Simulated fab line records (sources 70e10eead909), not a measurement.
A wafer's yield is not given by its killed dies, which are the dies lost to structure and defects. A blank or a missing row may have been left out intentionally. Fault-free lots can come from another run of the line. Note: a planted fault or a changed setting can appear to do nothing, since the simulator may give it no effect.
Which of the tools did it? :: flow nand-harc :: 24 lots with 72 wafers sampled at 5 steps, on a route of 1159 steps

## WHAT EACH GAUGE READ, for each wafer
NHARC_A_SGD_CUT_INSPECT_11. Usual: raw-defect-count at 18, with a standard deviation of 11.
lot: L074
measured: day 13 21:52
on: defect-inspect-01
raw-defect-count: 6 5 10
flag: 

lot: L075
measured: day 14 05:46
on: defect-inspect-02
raw-defect-count: 10 8 8
flag: 

lot: L076
measured: day 14 05:55
on: defect-inspect-01
raw-defect-count: 27 13 19
flag: 

lot: L078
measured: day 14 06:16
on: defect-inspect-01
raw-defect-count: 4 9 7
flag: 

lot: L077
measured: day 14 16:22
on: defect-inspect-01
raw-defect-count: 26 15 23
flag: 

lot: L079
measured: day 14 17:00
on: defect-inspect-02
raw-defect-count: 19 20 20
flag: 

lot: L082
measured: day 16 01:00
on: defect-inspect-02
raw-defect-count: 10 16 7
flag: 

lot: L080
measured: day 16 00:45
on: defect-inspect-02
raw-defect-count: 32 23 31
flag: 

lot: L081
measured: day 16 01:31
on: defect-inspect-02
raw-defect-count: 29 24 26
flag: 

lot: L083
measured: day 16 12:59
on: defect-inspect-01
raw-defect-count: 23 32 27
flag: 

lot: L084
measured: day 16 11:14
on: defect-inspect-02
raw-defect-count: 9 9 4
flag: 

lot: L085
measured: day 16 12:13
on: defect-inspect-01
raw-defect-count: 34 31 28
flag: 

lot: L087
measured: day 16 21:25
on: defect-inspect-02
raw-defect-count: 27 26 30
flag: 

lot: L086
measured: day 16 21:42
on: defect-inspect-01
raw-defect-count: 10 7 8
flag: 

lot: L088
measured: day 17 03:05
on: defect-inspect-01
raw-defect-count: 8 7 5
flag: 

lot: L090
measured: day 17 02:47
on: defect-inspect-02
raw-defect-count: 41 38 48
flag: 

lot: L089
measured: day 18 00:16
on: defect-inspect-02
raw-defect-count: 22 33 36
flag: 

lot: L091
measured: day 18 06:41
on: defect-inspect-02
raw-defect-count: 10 17 5
flag: 

lot: L092
measured: day 18 06:32
on: defect-inspect-01
raw-defect-count: 8 10 7
flag: 

lot: L094
measured: day 18 06:05
on: defect-inspect-01
raw-defect-count: 10 17 13
flag: 

lot: L093
measured: day 19 04:02
on: defect-inspect-02
raw-defect-count: 35 38 40
flag: 

lot: L095
measured: day 19 22:09
on: defect-inspect-02
raw-defect-count: 7 14 17
flag: 

lot: L097
measured: day 19 22:20
on: defect-inspect-02
raw-defect-count: 7 11 14
flag: 

lot: L096
measured: day 19 21:58
on: defect-inspect-01
raw-defect-count: 13 15 16
flag: 

NHARC_A_SLIT_CD_MEAS_21. Usual: cd-nm at 289.8 nm, with a standard deviation of 0.92.
lot: L074
measured: day 14 14:06
on: cd-sem-02
cd-nm (nm): 289.6 289.7 290.2
flag: 

lot: L075
measured: day 14 21:22
on: cd-sem-01
cd-nm (nm): 289.5 290.2 290.1
flag: 

lot: L076
measured: day 14 21:31
on: cd-sem-02
cd-nm (nm): 290.3 289.9 289.3
flag: 

lot: L078
measured: day 14 23:04
on: cd-sem-01
cd-nm (nm): 290.3 289.2 290.4
flag: 

lot: L077
measured: day 15 10:08
on: cd-sem-03
cd-nm (nm): 291.1 290.3 289.5
flag: 

lot: L079
measured: day 15 09:16
on: cd-sem-02
cd-nm (nm): 289.6 288.1 288.2
flag: 

lot: L082
measured: day 16 16:32
on: cd-sem-02
cd-nm (nm): 288.5 287.9 289.1
flag: 

lot: L080
measured: day 16 16:27
on: cd-sem-03
cd-nm (nm): 290.2 290.6 291.6
flag: 

lot: L081
measured: day 16 18:07
on: cd-sem-03
cd-nm (nm): 289.9 288.6 288.5
flag: 

lot: L083
measured: day 17 07:31
on: cd-sem-02
cd-nm (nm): 291.7 288.9 290.1
flag: 

lot: L084
measured: day 17 05:51
on: cd-sem-03
cd-nm (nm): 290.4 288.2 290.9
flag: 

lot: L085
measured: day 17 04:10
on: cd-sem-01
cd-nm (nm): 289.4 289.6 290.3
flag: 

lot: L087
measured: day 17 13:41
on: cd-sem-01
cd-nm (nm): 290.1 289.4 288.5
flag: 

lot: L086
measured: day 17 12:00
on: cd-sem-02
cd-nm (nm): 289.6 290.4 290.4
flag: 

lot: L088
measured: day 17 17:37
on: cd-sem-01
cd-nm (nm): 291.1 288.5 289.7
flag: 

lot: L090
measured: day 17 17:22
on: cd-sem-03
cd-nm (nm): 289.8 289.7 290.3
flag: 

lot: L089
measured: day 18 15:04
on: cd-sem-02
cd-nm (nm): 288.8 291.0 290.4
flag: 

lot: L091
measured: day 18 21:21
on: cd-sem-03
cd-nm (nm): 289.4 290.9 288.4
flag: 

lot: L092
measured: day 18 21:45
on: cd-sem-02
cd-nm (nm): 292.0 289.5 289.3
flag: 

lot: L094
measured: day 18 20:04
on: cd-sem-02
cd-nm (nm): 289.5 291.0 288.7
flag: 

lot: L093
measured: day 19 18:02
on: cd-sem-01
cd-nm (nm): 290.9 290.3 291.8
flag: 

lot: L095
measured: day 20 12:33
on: cd-sem-03
cd-nm (nm): 289.7 290.8 290.2
flag: 

lot: L097
measured: day 20 14:14
on: cd-sem-02
cd-nm (nm): 289.5 290.7 289.3
flag: 

lot: L096
measured: day 20 12:44
on: cd-sem-02
cd-nm (nm): 289.3 290.7 289.1
flag: 

## TOOL THAT RAN EACH LOT (tool first, then ch and the chambers of the sampled wafers, then the start)
lot: L074
NHARC_A_STAIRCASE_DESCUM_291: rie-diel-13 ch 0,2,3, day 11 11:20
NHARC_A_STAIRCASE_DEP_301: pecvd-01 ch 0,2, day 11 17:51
NHARC_A_STAIRCASE_DEP_417: pecvd-01 ch 0,1, day 11 23:13

lot: L075
NHARC_A_STAIRCASE_DESCUM_291: rie-diel-08 ch 0,1,2, day 11 21:19
NHARC_A_STAIRCASE_DEP_301: pecvd-03 ch 0,1,2, day 12 02:16
NHARC_A_STAIRCASE_DEP_417: pecvd-03 ch 0,1,2, day 12 07:34

lot: L076
NHARC_A_STAIRCASE_DESCUM_291: rie-diel-05 ch 0,2,3, day 11 23:05
NHARC_A_STAIRCASE_DEP_301: pecvd-03 ch 0,2, day 12 03:17
NHARC_A_STAIRCASE_DEP_417: pecvd-04 ch 0,1, day 12 08:31

lot: L078
NHARC_A_STAIRCASE_DESCUM_291: rie-diel-08 ch 1,2,3, day 12 05:38
NHARC_A_STAIRCASE_DEP_301: pecvd-04 ch 0,1,2, day 12 09:49
NHARC_A_STAIRCASE_DEP_417: pecvd-03 ch 0,1,2, day 12 15:09

lot: L077
NHARC_A_STAIRCASE_DESCUM_291: rie-diel-13 ch 2,3, day 12 07:14
NHARC_A_STAIRCASE_DEP_301: pecvd-04 ch 0,1, day 12 12:16
NHARC_A_STAIRCASE_DEP_417: pecvd-01 ch 0,1, day 12 19:04

lot: L079
NHARC_A_STAIRCASE_DESCUM_291: rie-diel-08 ch 0,3, day 12 13:44
NHARC_A_STAIRCASE_DEP_301: pecvd-03 ch 1,2, day 12 18:05
NHARC_A_STAIRCASE_DEP_417: pecvd-04 ch 0,1, day 12 23:52

lot: L082
NHARC_A_STAIRCASE_DESCUM_291: rie-diel-08 ch 1,2,3, day 13 13:29
NHARC_A_STAIRCASE_DEP_301: pecvd-03 ch 1,2, day 14 00:24
NHARC_A_STAIRCASE_DEP_417: pecvd-04 ch 0,1,2, day 14 05:37

lot: L080
NHARC_A_STAIRCASE_DESCUM_291: rie-diel-05 ch 0,1,3, day 13 14:38
NHARC_A_STAIRCASE_DEP_301: pecvd-01 ch 0,1,2, day 14 00:54
NHARC_A_STAIRCASE_DEP_417: pecvd-03 ch 0,1,2, day 14 06:01

lot: L081
NHARC_A_STAIRCASE_DESCUM_291: rie-diel-13 ch 1,3, day 13 17:23
NHARC_A_STAIRCASE_DEP_301: pecvd-04 ch 0,1, day 14 02:42
NHARC_A_STAIRCASE_DEP_417: pecvd-03 ch 1,2, day 14 09:17

lot: L083
NHARC_A_STAIRCASE_DESCUM_291: rie-diel-05 ch 1,2,3, day 13 22:16
NHARC_A_STAIRCASE_DEP_301: pecvd-03 ch 0,1,2, day 14 05:20
NHARC_A_STAIRCASE_DEP_417: pecvd-03 ch 0,2, day 14 12:22

lot: L084
NHARC_A_STAIRCASE_DESCUM_291: rie-diel-13 ch 0,1,3, day 14 03:12
NHARC_A_STAIRCASE_DEP_301: pecvd-03 ch 0,1,2, day 14 07:29
NHARC_A_STAIRCASE_DEP_417: pecvd-01 ch 0,1, day 14 15:10

lot: L085
NHARC_A_STAIRCASE_DESCUM_291: rie-diel-08 ch 1,2,3, day 14 05:20
NHARC_A_STAIRCASE_DEP_301: pecvd-04 ch 0,1,2, day 14 09:42
NHARC_A_STAIRCASE_DEP_417: pecvd-04 ch 0,1,2, day 14 16:37

lot: L087
NHARC_A_STAIRCASE_DESCUM_291: rie-diel-08 ch 1,3, day 14 19:56
NHARC_A_STAIRCASE_DEP_301: pecvd-01 ch 0,1, day 15 00:26
NHARC_A_STAIRCASE_DEP_417: pecvd-01 ch 0,1, day 15 05:53

lot: L086
NHARC_A_STAIRCASE_DESCUM_291: rie-diel-13 ch 0,1,2, day 14 20:05
NHARC_A_STAIRCASE_DEP_301: pecvd-03 ch 1,2, day 15 00:13
NHARC_A_STAIRCASE_DEP_417: pecvd-03 ch 0,2, day 15 05:33

lot: L088
NHARC_A_STAIRCASE_DESCUM_291: rie-diel-13 ch 0,2,3, day 14 23:29
NHARC_A_STAIRCASE_DEP_301: pecvd-01 ch 0,1,2, day 15 03:37
NHARC_A_STAIRCASE_DEP_417: pecvd-04 ch 0,1, day 15 09:10

lot: L090
NHARC_A_STAIRCASE_DESCUM_291: rie-diel-05 ch 0,1, day 15 02:44
NHARC_A_STAIRCASE_DEP_301: pecvd-03 ch 0,1, day 15 06:50
NHARC_A_STAIRCASE_DEP_417: pecvd-01 ch 1,2, day 15 12:02

lot: L089
NHARC_A_STAIRCASE_DESCUM_291: rie-diel-08 ch 0,2, day 15 15:57
NHARC_A_STAIRCASE_DEP_301: pecvd-04 ch 0,1,2, day 15 21:04
NHARC_A_STAIRCASE_DEP_417: pecvd-01 ch 0,1,2, day 16 02:30

lot: L091
NHARC_A_STAIRCASE_DESCUM_291: rie-diel-08 ch 0,3, day 15 18:23
NHARC_A_STAIRCASE_DEP_301: pecvd-01 ch 1,2, day 16 00:04
NHARC_A_STAIRCASE_DEP_417: pecvd-01 ch 0,1, day 16 07:22

lot: L092
NHARC_A_STAIRCASE_DESCUM_291: rie-diel-13 ch 1,2, day 15 23:41
NHARC_A_STAIRCASE_DEP_301: pecvd-03 ch 1,2, day 16 06:08
NHARC_A_STAIRCASE_DEP_417: pecvd-01 ch 0,1,2, day 16 11:34

lot: L094
NHARC_A_STAIRCASE_DESCUM_291: rie-diel-08 ch 0,1,3, day 16 06:31
NHARC_A_STAIRCASE_DEP_301: pecvd-03 ch 0,1,2, day 16 10:56
NHARC_A_STAIRCASE_DEP_417: pecvd-01 ch 0,1,2, day 16 16:26

lot: L093
NHARC_A_STAIRCASE_DESCUM_291: rie-diel-08 ch 0,1,2, day 16 10:04
NHARC_A_STAIRCASE_DEP_301: pecvd-03 ch 0,1, day 16 16:38
NHARC_A_STAIRCASE_DEP_417: pecvd-01 ch 1,2, day 16 21:47

lot: L095
NHARC_A_STAIRCASE_DESCUM_291: rie-diel-05 ch 1,2,3, day 17 02:55
NHARC_A_STAIRCASE_DEP_301: pecvd-03 ch 1,2, day 17 09:43
NHARC_A_STAIRCASE_DEP_417: pecvd-01 ch 0,1,2, day 17 14:52

lot: L097
NHARC_A_STAIRCASE_DESCUM_291: rie-diel-05 ch 0,1,2, day 17 06:07
NHARC_A_STAIRCASE_DEP_301: pecvd-03 ch 0,2, day 17 11:17
NHARC_A_STAIRCASE_DEP_417: pecvd-01 ch 0,1,2, day 17 19:47

lot: L096
NHARC_A_STAIRCASE_DESCUM_291: rie-diel-08 ch 0,3, day 17 07:59
NHARC_A_STAIRCASE_DEP_301: pecvd-03 ch 0,2, day 17 12:11
NHARC_A_STAIRCASE_DEP_417: pecvd-04 ch 0,1, day 17 19:27
- NHARC_A_STAIRCASE_DESCUM_291: chemistry O2, time 3 s.
- NHARC_A_STAIRCASE_DEP_301: deposits SiON, target thk 30 nm.
- NHARC_A_STAIRCASE_DEP_417: deposits Si3N4, target thk 60 nm.

## WHAT THE TOOLS THEMSELVES READ (means of the sampled wafers that have a number; where no wafer has one, the mark that the record gives instead)
NHARC_A_STAIRCASE_DESCUM_291. Usual: chamber-pressure-mTorr 60.00 mTorr, standard deviation 0.053; drypump-motor-current-A 5.7 A, standard deviation 0.48; oes-product-au 1.000 a.u., standard deviation 0.015; rf-vpp-V 57.6 V, standard deviation 0.89; showerhead-plenum-p-Torr 1.85 Torr, standard deviation 0.082; throttle-valve-pct 11.311 %, standard deviation 0.0093.
lot: L074
tool: rie-diel-13
chamber-pressure-mTorr (mTorr): 60.02
drypump-motor-current-A (A): 5.8
oes-product-au (a.u.): 0.993
rf-vpp-V (V): 58.0
showerhead-plenum-p-Torr (Torr): 1.92
throttle-valve-pct (%): 11.313
flag: 

lot: L075
tool: rie-diel-08
chamber-pressure-mTorr (mTorr): 60.01
drypump-motor-current-A (A): 5.5
oes-product-au (a.u.): 1.006
rf-vpp-V (V): 58.2
showerhead-plenum-p-Torr (Torr): 1.82
throttle-valve-pct (%): 11.320
flag: 

lot: L076
tool: rie-diel-05
chamber-pressure-mTorr (mTorr): 60.00
drypump-motor-current-A (A): 5.7
oes-product-au (a.u.): 0.994
rf-vpp-V (V): 58.0
showerhead-plenum-p-Torr (Torr): 1.85
throttle-valve-pct (%): 11.318
flag: 

lot: L078
tool: rie-diel-08
chamber-pressure-mTorr (mTorr): 59.98
drypump-motor-current-A (A): 5.4
oes-product-au (a.u.): 1.005
rf-vpp-V (V): 57.0
showerhead-plenum-p-Torr (Torr): 1.80
throttle-valve-pct (%): 11.302
flag: 

lot: L077
tool: rie-diel-13
chamber-pressure-mTorr (mTorr): 59.98
drypump-motor-current-A (A): 5.4
oes-product-au (a.u.): 0.984
rf-vpp-V (V): 58.2
showerhead-plenum-p-Torr (Torr): 1.94
throttle-valve-pct (%): 11.312
flag: 

lot: L079
tool: rie-diel-08
chamber-pressure-mTorr (mTorr): 60.01
drypump-motor-current-A (A): 5.3
oes-product-au (a.u.): 1.015
rf-vpp-V (V): 57.7
showerhead-plenum-p-Torr (Torr): 1.80
throttle-valve-pct (%): 11.309
flag: 

lot: L082
tool: rie-diel-08
chamber-pressure-mTorr (mTorr): 60.01
drypump-motor-current-A (A): 5.4
oes-product-au (a.u.): 1.005
rf-vpp-V (V): 58.6
showerhead-plenum-p-Torr (Torr): 1.79
throttle-valve-pct (%): 11.303
flag: 

lot: L080
tool: rie-diel-05
chamber-pressure-mTorr (mTorr): 59.99
drypump-motor-current-A (A): 5.9
oes-product-au (a.u.): 0.998
rf-vpp-V (V): 57.4
showerhead-plenum-p-Torr (Torr): 1.90
throttle-valve-pct (%): 11.317
flag: 

lot: L081
tool: rie-diel-13
chamber-pressure-mTorr (mTorr): 60.04
drypump-motor-current-A (A): 6.0
oes-product-au (a.u.): 0.993
rf-vpp-V (V): 57.5
showerhead-plenum-p-Torr (Torr): 1.92
throttle-valve-pct (%): 11.315
flag: 

lot: L083
tool: rie-diel-05
chamber-pressure-mTorr (mTorr): 59.99
drypump-motor-current-A (A): 6.1
oes-product-au (a.u.): 1.006
rf-vpp-V (V): 58.1
showerhead-plenum-p-Torr (Torr): 1.91
throttle-valve-pct (%): 11.319
flag: 

lot: L084
tool: rie-diel-13
chamber-pressure-mTorr (mTorr): 60.04
drypump-motor-current-A (A): 6.1
oes-product-au (a.u.): 1.001
rf-vpp-V (V): 59.1
showerhead-plenum-p-Torr (Torr): 1.91
throttle-valve-pct (%): 11.308
flag: 

lot: L085
tool: rie-diel-08
chamber-pressure-mTorr (mTorr): 59.99
drypump-motor-current-A (A): 5.4
oes-product-au (a.u.): 1.007
rf-vpp-V (V): 58.0
showerhead-plenum-p-Torr (Torr): 1.79
throttle-valve-pct (%): 11.311
flag: 

lot: L087
tool: rie-diel-08
chamber-pressure-mTorr (mTorr): 59.99
drypump-motor-current-A (A): 5.5
oes-product-au (a.u.): 1.014
rf-vpp-V (V): 57.6
showerhead-plenum-p-Torr (Torr): 1.78
throttle-valve-pct (%): 11.317
flag: 

lot: L086
tool: rie-diel-13
chamber-pressure-mTorr (mTorr): 59.97
drypump-motor-current-A (A): 5.7
oes-product-au (a.u.): 0.996
rf-vpp-V (V): 57.2
showerhead-plenum-p-Torr (Torr): 1.85
throttle-valve-pct (%): 11.309
flag: 

lot: L088
tool: rie-diel-13
chamber-pressure-mTorr (mTorr): 60.00
drypump-motor-current-A (A): 5.8
oes-product-au (a.u.): 0.998
rf-vpp-V (V): 57.5
showerhead-plenum-p-Torr (Torr): 1.91
throttle-valve-pct (%): 11.306
flag: 

lot: L090
tool: rie-diel-05
chamber-pressure-mTorr (mTorr): 59.96
drypump-motor-current-A (A): 5.8
oes-product-au (a.u.): 0.991
rf-vpp-V (V): 57.8
showerhead-plenum-p-Torr (Torr): 1.89
throttle-valve-pct (%): 11.309
flag: 

lot: L089
tool: rie-diel-08
chamber-pressure-mTorr (mTorr): 59.99
drypump-motor-current-A (A): 5.1
oes-product-au (a.u.): 0.984
rf-vpp-V (V): 57.9
showerhead-plenum-p-Torr (Torr): 1.81
throttle-valve-pct (%): 11.310
flag: 

lot: L091
tool: rie-diel-08
chamber-pressure-mTorr (mTorr): 60.07
drypump-motor-current-A (A): 5.4
oes-product-au (a.u.): 0.998
rf-vpp-V (V): 57.8
showerhead-plenum-p-Torr (Torr): 1.80
throttle-valve-pct (%): 11.309
flag: 

lot: L092
tool: rie-diel-13
chamber-pressure-mTorr (mTorr): 59.99
drypump-motor-current-A (A): 5.3
oes-product-au (a.u.): 0.980
rf-vpp-V (V): 57.7
showerhead-plenum-p-Torr (Torr): 1.87
throttle-valve-pct (%): 11.314
flag: 

lot: L094
tool: rie-diel-08
chamber-pressure-mTorr (mTorr): 59.96
drypump-motor-current-A (A): 5.6
oes-product-au (a.u.): 1.000
rf-vpp-V (V): 57.7
showerhead-plenum-p-Torr (Torr): 1.79
throttle-valve-pct (%): 11.311
flag: 

lot: L093
tool: rie-diel-08
chamber-pressure-mTorr (mTorr): 60.02
drypump-motor-current-A (A): 5.5
oes-product-au (a.u.): 0.997
rf-vpp-V (V): 57.2
showerhead-plenum-p-Torr (Torr): 1.81
throttle-valve-pct (%): 11.306
flag: 

lot: L095
tool: rie-diel-05
chamber-pressure-mTorr (mTorr): 59.99
drypump-motor-current-A (A): 6.1
oes-product-au (a.u.): 1.011
rf-vpp-V (V): 57.9
showerhead-plenum-p-Torr (Torr): 1.90
throttle-valve-pct (%): 11.312
flag: 

lot: L097
tool: rie-diel-05
chamber-pressure-mTorr (mTorr): 59.96
drypump-motor-current-A (A): 6.0
oes-product-au (a.u.): 1.007
rf-vpp-V (V): 57.4
showerhead-plenum-p-Torr (Torr): 1.89
throttle-valve-pct (%): 11.305
flag: 

lot: L096
tool: rie-diel-08
chamber-pressure-mTorr (mTorr): 60.00
drypump-motor-current-A (A): 5.4
oes-product-au (a.u.): 1.006
rf-vpp-V (V): 57.9
showerhead-plenum-p-Torr (Torr): 1.80
throttle-valve-pct (%): 11.315
flag: 

NHARC_A_STAIRCASE_DEP_301. Usual: heater-power-w at 753 W, with a standard deviation of 100.
lot: L074
tool: pecvd-01
heater-power-w (W): 725
flag: 

lot: L075
tool: pecvd-03
heater-power-w (W): 690
flag: 

lot: L076
tool: pecvd-03
heater-power-w (W): 896
flag: 

lot: L078
tool: pecvd-04
heater-power-w (W): 781
flag: 

lot: L077
tool: pecvd-04
heater-power-w (W): 842
flag: 

lot: L079
tool: pecvd-03
heater-power-w (W): 788
flag: 

lot: L082
tool: pecvd-03
heater-power-w (W): 858
flag: 

lot: L080
tool: pecvd-01
heater-power-w (W): 662
flag: 

lot: L081
tool: pecvd-04
heater-power-w (W): 875
flag: 

lot: L083
tool: pecvd-03
heater-power-w (W): 782
flag: 

lot: L084
tool: pecvd-03
heater-power-w (W): 749
flag: 

lot: L085
tool: pecvd-04
heater-power-w (W): 781
flag: 

lot: L087
tool: pecvd-01
heater-power-w (W): 772
flag: 

lot: L086
tool: pecvd-03
heater-power-w (W): 822
flag: 

lot: L088
tool: pecvd-01
heater-power-w (W): 685
flag: 

lot: L090
tool: pecvd-03
heater-power-w (W): 676
flag: 

lot: L089
tool: pecvd-04
heater-power-w (W): 777
flag: 

lot: L091
tool: pecvd-01
heater-power-w (W): 703
flag: 

lot: L092
tool: pecvd-03
heater-power-w (W): 816
flag: 

lot: L094
tool: pecvd-03
heater-power-w (W): 739
flag: 

lot: L093
tool: pecvd-03
heater-power-w (W): 694
flag: 

lot: L095
tool: pecvd-03
heater-power-w (W): 817
flag: 

lot: L097
tool: pecvd-03
heater-power-w (W): 853
flag: 

lot: L096
tool: pecvd-03
heater-power-w (W): 802
flag: 

NHARC_A_STAIRCASE_DEP_417. Usual: heater-power-w at 711 W, with a standard deviation of 97.
lot: L074
tool: pecvd-01
heater-power-w (W): 655
flag: 

lot: L075
tool: pecvd-03
heater-power-w (W): 734
flag: 

lot: L076
tool: pecvd-04
heater-power-w (W): 802
flag: 

lot: L078
tool: pecvd-03
heater-power-w (W): 713
flag: 

lot: L077
tool: pecvd-01
heater-power-w (W): 655
flag: 

lot: L079
tool: pecvd-04
heater-power-w (W): 834
flag: 

lot: L082
tool: pecvd-04
heater-power-w (W): 753
flag: 

lot: L080
tool: pecvd-03
heater-power-w (W): 656
flag: 

lot: L081
tool: pecvd-03
heater-power-w (W): 718
flag: 

lot: L083
tool: pecvd-03
heater-power-w (W): 856
flag: 

lot: L084
tool: pecvd-01
heater-power-w (W): 732
flag: 

lot: L085
tool: pecvd-04
heater-power-w (W): 803
flag: 

lot: L087
tool: pecvd-01
heater-power-w (W): 716
flag: 

lot: L086
tool: pecvd-03
heater-power-w (W): 721
flag: 

lot: L088
tool: pecvd-04
heater-power-w (W): 811
flag: 

lot: L090
tool: pecvd-01
heater-power-w (W): 660
flag: 

lot: L089
tool: pecvd-01
heater-power-w (W): 705
flag: 

lot: L091
tool: pecvd-01
heater-power-w (W): 700
flag: 

lot: L092
tool: pecvd-01
heater-power-w (W): 693
flag: 

lot: L094
tool: pecvd-01
heater-power-w (W): 703
flag: 

lot: L093
tool: pecvd-01
heater-power-w (W): 640
flag: 

lot: L095
tool: pecvd-01
heater-power-w (W): 650
flag: 

lot: L097
tool: pecvd-01
heater-power-w (W): 714
flag: 

lot: L096
tool: pecvd-04
heater-power-w (W): 781
flag: 

## THE ANSWER, worked out from the rows above alone
Rule: take the mean of a lot's wafers that have a number; if it is more than 3 standard deviations from the usual mean, the lot is off. Also off: a lot with no number at a reading for which 4 or more lots have one. The other lots that the step has rows for count as sound. First the gauges in route order, then the tools' own readings, where a lot's mean is used as printed above. At the first step where some lot is off, the reading lying furthest off is the one used; lots without a number count as furthest.
No lot is off at any reading shown: from this, nothing can be told.

## WHAT HAD BEEN PUT IN BY THE SIMULATOR
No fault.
